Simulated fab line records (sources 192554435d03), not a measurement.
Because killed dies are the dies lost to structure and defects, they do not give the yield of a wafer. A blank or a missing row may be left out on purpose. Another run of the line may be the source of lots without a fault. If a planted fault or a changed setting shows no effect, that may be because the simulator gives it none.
Matching of chambers + flow n5-finfet + N5_BEOL_M12_CMP_49 on cmp-04: 4 sister chambers
The step polishes, stops on SiOC, t overpolish 20.6 s, target thk 320 nm. 4 wafers are shown with their chamber, then 12 later ones without.

## EACH WAFER AND ITS CHAMBER
| wafer  | chamber | motor-current-A (A) |
|--------|---------|---------------------|
| L081.4 | 2       | 6.9                 |
| L089.1 | 3       | 6.6                 |
| L089.4 | 0       | 5.6                 |
| L089.6 | 1       | 5.3                 |

## WAFERS MISSING THEIR CHAMBER
| wafer  | motor-current-A (A) |
|--------|---------------------|
| L092.2 | 5.8                 |
| L092.3 | 7.0                 |
| L092.6 | 7.3                 |
| L093.1 | 6.7                 |
| L093.5 | 6.5                 |
| L093.6 | 7.4                 |
| L095.1 | 5.3                 |
| L095.4 | 6.8                 |
| L095.5 | 5.3                 |
| L097.1 | 6.9                 |
| L097.4 | 6.0                 |
| L097.5 | 7.1                 |

## THE CHAMBER EACH PASSED THROUGH
| wafer  | from the rows above          | in truth |
|--------|------------------------------|----------|
| L092.2 | can't be placed: 0 or 1      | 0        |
| L092.3 | can't be placed: 2 or 3      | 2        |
| L092.6 | can't be placed: 2 or 3      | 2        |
| L093.1 | can't be placed: 3 or 2      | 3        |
| L093.5 | can't be placed: 3 or 2      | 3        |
| L093.6 | can't be placed: 2 or 3      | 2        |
| L095.1 | can't be placed: 1 or 0      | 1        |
| L095.4 | can't be placed: 2 or 3      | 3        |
| L095.5 | can't be placed: 1 or 0      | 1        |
| L097.1 | can't be placed: 2 or 3      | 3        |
| L097.4 | can't be placed: 0 or 3 or 1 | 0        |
| L097.5 | can't be placed: 2 or 3      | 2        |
Placed correctly: 0 of 12. From these rows, 12 cannot be placed; in 12 the true chamber is one of the candidates. Wrongly placed: 0.
How it was worked out, from the rows above alone: a wafer's distance from a chamber is the root of the sum, over the readings, of the square of ((its reading less the chamber's mean) divided by the reading's scatter). If the next closest chamber is less than 2 further off than the closest, the wafer can't be placed; otherwise it belongs to the closest. For every chamber, the mean is computed from those of its wafers that are shown. The scatter: with one shown wafer a chamber, the root of the mean of the squares of how far each hidden wafer lies from its nearest shown one.
